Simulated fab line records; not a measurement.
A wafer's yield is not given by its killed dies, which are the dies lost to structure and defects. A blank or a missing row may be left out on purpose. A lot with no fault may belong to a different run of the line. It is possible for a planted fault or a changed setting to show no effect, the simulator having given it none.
Chamber matching || flow nand_harc || NHARC_P_CONTACT_STRIP_28 on rie_diel-08 has 4 sister chambers
The step strips in O2. 22 wafers are shown with their chamber, then 11 later ones without.

WAFERS PAIRED WITH THEIR CHAMBERS
{"wafer": "L074.2", "chamber": 0, "showerhead_plenum_p_Torr (Torr)": 3.30, "drypump_motor_current_A (A)": 5.6, "oes_product_au (a.u.)": 0.999}
{"wafer": "L074.4", "chamber": 0, "showerhead_plenum_p_Torr (Torr)": 3.30, "drypump_motor_current_A (A)": 5.6, "oes_product_au (a.u.)": 0.996}
{"wafer": "L074.5", "chamber": 2, "showerhead_plenum_p_Torr (Torr)": 3.37, "drypump_motor_current_A (A)": 5.7, "oes_product_au (a.u.)": 0.994}
{"wafer": "L077.1", "chamber": 2, "showerhead_plenum_p_Torr (Torr)": 3.37, "drypump_motor_current_A (A)": 5.7, "oes_product_au (a.u.)": 1.003}
{"wafer": "L077.4", "chamber": 1, "showerhead_plenum_p_Torr (Torr)": 3.73, "drypump_motor_current_A (A)": 6.0, "oes_product_au (a.u.)": 1.017}
{"wafer": "L077.6", "chamber": 0, "showerhead_plenum_p_Torr (Torr)": 3.30, "drypump_motor_current_A (A)": 5.7, "oes_product_au (a.u.)": 1.003}
{"wafer": "L082.1", "chamber": 2, "showerhead_plenum_p_Torr (Torr)": 3.37, "drypump_motor_current_A (A)": 5.7, "oes_product_au (a.u.)": 0.992}
{"wafer": "L082.2", "chamber": 3, "showerhead_plenum_p_Torr (Torr)": 3.54, "drypump_motor_current_A (A)": 5.0, "oes_product_au (a.u.)": 0.982}
{"wafer": "L082.3", "chamber": 1, "showerhead_plenum_p_Torr (Torr)": 3.73, "drypump_motor_current_A (A)": 6.1, "oes_product_au (a.u.)": 1.020}
{"wafer": "L082.4", "chamber": 0, "showerhead_plenum_p_Torr (Torr)": 3.29, "drypump_motor_current_A (A)": 5.7, "oes_product_au (a.u.)": 1.008}
{"wafer": "L082.5", "chamber": 3, "showerhead_plenum_p_Torr (Torr)": 3.54, "drypump_motor_current_A (A)": 5.0, "oes_product_au (a.u.)": 0.989}
{"wafer": "L082.6", "chamber": 0, "showerhead_plenum_p_Torr (Torr)": 3.29, "drypump_motor_current_A (A)": 5.7, "oes_product_au (a.u.)": 1.003}
{"wafer": "L084.1", "chamber": 1, "showerhead_plenum_p_Torr (Torr)": 3.73, "drypump_motor_current_A (A)": 6.0, "oes_product_au (a.u.)": 1.022}
{"wafer": "L084.2", "chamber": 2, "showerhead_plenum_p_Torr (Torr)": 3.37, "drypump_motor_current_A (A)": 5.7, "oes_product_au (a.u.)": 1.006}
{"wafer": "L084.3", "chamber": 0, "showerhead_plenum_p_Torr (Torr)": 3.29, "drypump_motor_current_A (A)": 5.6, "oes_product_au (a.u.)": 1.006}
{"wafer": "L088.1", "chamber": 2, "showerhead_plenum_p_Torr (Torr)": 3.37, "drypump_motor_current_A (A)": 5.7, "oes_product_au (a.u.)": 1.006}
{"wafer": "L088.2", "chamber": 1, "showerhead_plenum_p_Torr (Torr)": 3.73, "drypump_motor_current_A (A)": 6.0, "oes_product_au (a.u.)": 1.021}
{"wafer": "L088.4", "chamber": 3, "showerhead_plenum_p_Torr (Torr)": 3.54, "drypump_motor_current_A (A)": 5.0, "oes_product_au (a.u.)": 1.000}
{"wafer": "L089.1", "chamber": 1, "showerhead_plenum_p_Torr (Torr)": 3.73, "drypump_motor_current_A (A)": 6.1, "oes_product_au (a.u.)": 1.011}
{"wafer": "L089.2", "chamber": 2, "showerhead_plenum_p_Torr (Torr)": 3.37, "drypump_motor_current_A (A)": 5.7, "oes_product_au (a.u.)": 1.003}
{"wafer": "L089.5", "chamber": 0, "showerhead_plenum_p_Torr (Torr)": 3.29, "drypump_motor_current_A (A)": 5.6, "oes_product_au (a.u.)": 0.994}
{"wafer": "L091.1", "chamber": 2, "showerhead_plenum_p_Torr (Torr)": 3.37, "drypump_motor_current_A (A)": 5.7, "oes_product_au (a.u.)": 1.004}

SIGNATURES, as means of the wafers listed above
{"reading": "showerhead_plenum_p_Torr", "chamber 0": 3.2943, "chamber 1": 3.7300, "chamber 2": 3.3700, "chamber 3": 3.5400, "scatter within a chamber": 0.00309}
{"reading": "drypump_motor_current_A", "chamber 0": 5.643, "chamber 1": 6.040, "chamber 2": 5.700, "chamber 3": 5.000, "scatter within a chamber": 0.0402}
{"reading": "oes_product_au", "chamber 0": 1.00129, "chamber 1": 1.01820, "chamber 2": 1.00114, "chamber 3": 0.99033, "scatter within a chamber": 0.00577}
Rule: for a wafer and a chamber, the distance is found by dividing, reading by reading, the gap between the wafer's reading and the chamber's mean by the reading's scatter, squaring, summing and taking the root. The wafer belongs to the nearest chamber; if the next one is less than 2 further off, it can't be placed. How the scatter is found: for the shown wafers, subtract from each reading the mean of its chamber, square and add these, divide the total by (wafers less chambers), then take the root.

WAFERS WHOSE CHAMBER IS MISSING
{"wafer": "L091.2", "showerhead_plenum_p_Torr (Torr)": 3.54, "drypump_motor_current_A (A)": 5.0, "oes_product_au (a.u.)": 1.001}
{"wafer": "L091.6", "showerhead_plenum_p_Torr (Torr)": 3.37, "drypump_motor_current_A (A)": 5.7, "oes_product_au (a.u.)": 1.002}
{"wafer": "L092.1", "showerhead_plenum_p_Torr (Torr)": 3.54, "drypump_motor_current_A (A)": 5.0, "oes_product_au (a.u.)": 1.000}
{"wafer": "L092.3", "showerhead_plenum_p_Torr (Torr)": 3.73, "drypump_motor_current_A (A)": 6.0, "oes_product_au (a.u.)": 1.010}
{"wafer": "L092.5", "showerhead_plenum_p_Torr (Torr)": 3.29, "drypump_motor_current_A (A)": 5.6, "oes_product_au (a.u.)": 1.006}
{"wafer": "L093.3", "showerhead_plenum_p_Torr (Torr)": 3.37, "drypump_motor_current_A (A)": 5.7, "oes_product_au (a.u.)": 1.004}
{"wafer": "L093.5", "showerhead_plenum_p_Torr (Torr)": 3.29, "drypump_motor_current_A (A)": 5.6, "oes_product_au (a.u.)": 0.994}
{"wafer": "L093.6", "showerhead_plenum_p_Torr (Torr)": 3.73, "drypump_motor_current_A (A)": 6.0, "oes_product_au (a.u.)": 1.009}
{"wafer": "L094.2", "showerhead_plenum_p_Torr (Torr)": 3.73, "drypump_motor_current_A (A)": 6.0, "oes_product_au (a.u.)": 1.018}
{"wafer": "L094.3", "showerhead_plenum_p_Torr (Torr)": 3.29, "drypump_motor_current_A (A)": 5.6, "oes_product_au (a.u.)": 0.999}
{"wafer": "L094.4", "showerhead_plenum_p_Torr (Torr)": 3.54, "drypump_motor_current_A (A)": 5.0, "oes_product_au (a.u.)": 1.004}

THE CHAMBER EACH PASSED THROUGH
{"wafer": "L091.2", "from the rows above": 3, "in truth": 3}
{"wafer": "L091.6", "from the rows above": 2, "in truth": 2}
{"wafer": "L092.1", "from the rows above": 3, "in truth": 3}
{"wafer": "L092.3", "from the rows above": 1, "in truth": 1}
{"wafer": "L092.5", "from the rows above": 0, "in truth": 0}
{"wafer": "L093.3", "from the rows above": 2, "in truth": 2}
{"wafer": "L093.5", "from the rows above": 0, "in truth": 0}
{"wafer": "L093.6", "from the rows above": 1, "in truth": 1}
{"wafer": "L094.2", "from the rows above": 1, "in truth": 1}
{"wafer": "L094.3", "from the rows above": 0, "in truth": 0}
{"wafer": "L094.4", "from the rows above": 3, "in truth": 3}
Correctly placed: 11 of 11. Number that these rows cannot place: 0. 0 placed wrongly.
